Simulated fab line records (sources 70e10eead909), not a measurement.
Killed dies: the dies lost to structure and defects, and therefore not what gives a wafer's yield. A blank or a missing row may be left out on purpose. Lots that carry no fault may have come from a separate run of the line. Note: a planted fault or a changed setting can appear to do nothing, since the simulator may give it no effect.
Matching of chambers / flow nandHarc / NHARC_P_BONDPAD_DESCUM_11 on rieDiel-12: 4 sister chambers
The step chemistry O2, time 3 s. 14 wafers are shown with their chamber, then 7 later ones without.

WAFERS, EACH WITH ITS CHAMBER
wafer=L076.1; chamber=3; showerheadPlenumPTorr (Torr)=1.98; drypumpMotorCurrentA (A)=5.1; oesProductAu (a.u.)=0.992
wafer=L076.3; chamber=2; showerheadPlenumPTorr (Torr)=1.89; drypumpMotorCurrentA (A)=5.6; oesProductAu (a.u.)=0.976
wafer=L076.6; chamber=2; showerheadPlenumPTorr (Torr)=1.90; drypumpMotorCurrentA (A)=5.6; oesProductAu (a.u.)=0.973
wafer=L079.3; chamber=3; showerheadPlenumPTorr (Torr)=1.98; drypumpMotorCurrentA (A)=5.1; oesProductAu (a.u.)=1.002
wafer=L079.4; chamber=2; showerheadPlenumPTorr (Torr)=1.90; drypumpMotorCurrentA (A)=5.6; oesProductAu (a.u.)=0.984
wafer=L079.6; chamber=1; showerheadPlenumPTorr (Torr)=1.86; drypumpMotorCurrentA (A)=5.8; oesProductAu (a.u.)=1.005
wafer=L086.2; chamber=0; showerheadPlenumPTorr (Torr)=1.86; drypumpMotorCurrentA (A)=5.9; oesProductAu (a.u.)=0.999
wafer=L086.4; chamber=3; showerheadPlenumPTorr (Torr)=1.98; drypumpMotorCurrentA (A)=5.1; oesProductAu (a.u.)=0.992
wafer=L086.6; chamber=0; showerheadPlenumPTorr (Torr)=1.86; drypumpMotorCurrentA (A)=6.0; oesProductAu (a.u.)=1.003
wafer=L090.1; chamber=1; showerheadPlenumPTorr (Torr)=1.86; drypumpMotorCurrentA (A)=5.8; oesProductAu (a.u.)=1.007
wafer=L090.2; chamber=3; showerheadPlenumPTorr (Torr)=1.98; drypumpMotorCurrentA (A)=5.1; oesProductAu (a.u.)=0.971
wafer=L090.3; chamber=0; showerheadPlenumPTorr (Torr)=1.86; drypumpMotorCurrentA (A)=5.9; oesProductAu (a.u.)=0.984
wafer=L091.2; chamber=3; showerheadPlenumPTorr (Torr)=1.98; drypumpMotorCurrentA (A)=5.1; oesProductAu (a.u.)=0.973
wafer=L091.3; chamber=2; showerheadPlenumPTorr (Torr)=1.89; drypumpMotorCurrentA (A)=5.5; oesProductAu (a.u.)=1.005

SIGNATURES (averages over the wafers above)
reading=showerheadPlenumPTorr; chamber 0=1.8600; chamber 1=1.8600; chamber 2=1.8950; chamber 3=1.9800; scatter within a chamber=0.00316
reading=drypumpMotorCurrentA; chamber 0=5.933; chamber 1=5.800; chamber 2=5.575; chamber 3=5.100; scatter within a chamber=0.0376
reading=oesProductAu; chamber 0=0.99533; chamber 1=1.00600; chamber 2=0.98450; chamber 3=0.98600; scatter within a chamber=0.0124
Rule: for each reading, subtract the chamber's mean from the wafer's reading, divide by that reading's scatter and square the result; add these up over the readings and take the root, which gives the wafer's distance from the chamber. If the next closest chamber is less than 2 further off than the closest, the wafer can't be placed; otherwise it belongs to the closest. The scatter: take each reading less its chamber's mean, square it, sum over the shown wafers, divide by the number of wafers less the number of chambers, and take the root.

WAFERS WITH NO CHAMBER GIVEN
wafer=L091.6; showerheadPlenumPTorr (Torr)=1.89; drypumpMotorCurrentA (A)=5.6; oesProductAu (a.u.)=0.996
wafer=L092.1; showerheadPlenumPTorr (Torr)=1.86; drypumpMotorCurrentA (A)=6.0; oesProductAu (a.u.)=0.984
wafer=L092.3; showerheadPlenumPTorr (Torr)=1.86; drypumpMotorCurrentA (A)=5.8; oesProductAu (a.u.)=1.023
wafer=L092.5; showerheadPlenumPTorr (Torr)=1.86; drypumpMotorCurrentA (A)=5.8; oesProductAu (a.u.)=1.026
wafer=L093.3; showerheadPlenumPTorr (Torr)=1.89; drypumpMotorCurrentA (A)=5.6; oesProductAu (a.u.)=1.011
wafer=L093.5; showerheadPlenumPTorr (Torr)=1.86; drypumpMotorCurrentA (A)=5.8; oesProductAu (a.u.)=1.033
wafer=L093.6; showerheadPlenumPTorr (Torr)=1.86; drypumpMotorCurrentA (A)=5.9; oesProductAu (a.u.)=1.009

WHICH CHAMBER EACH ONE RAN IN
wafer=L091.6; from the rows above=2; in truth=2
wafer=L092.1; from the rows above=0; in truth=0
wafer=L092.3; from the rows above=1; in truth=1
wafer=L092.5; from the rows above=1; in truth=1
wafer=L093.3; from the rows above=2; in truth=2
wafer=L093.5; from the rows above=1; in truth=1
wafer=L093.6; from the rows above=can't be placed: 0 or 1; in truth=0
Placed correctly: 6 of 7. Can't be placed from these rows: 1 (the true chamber is among the candidates in 1). 0 placed wrongly.
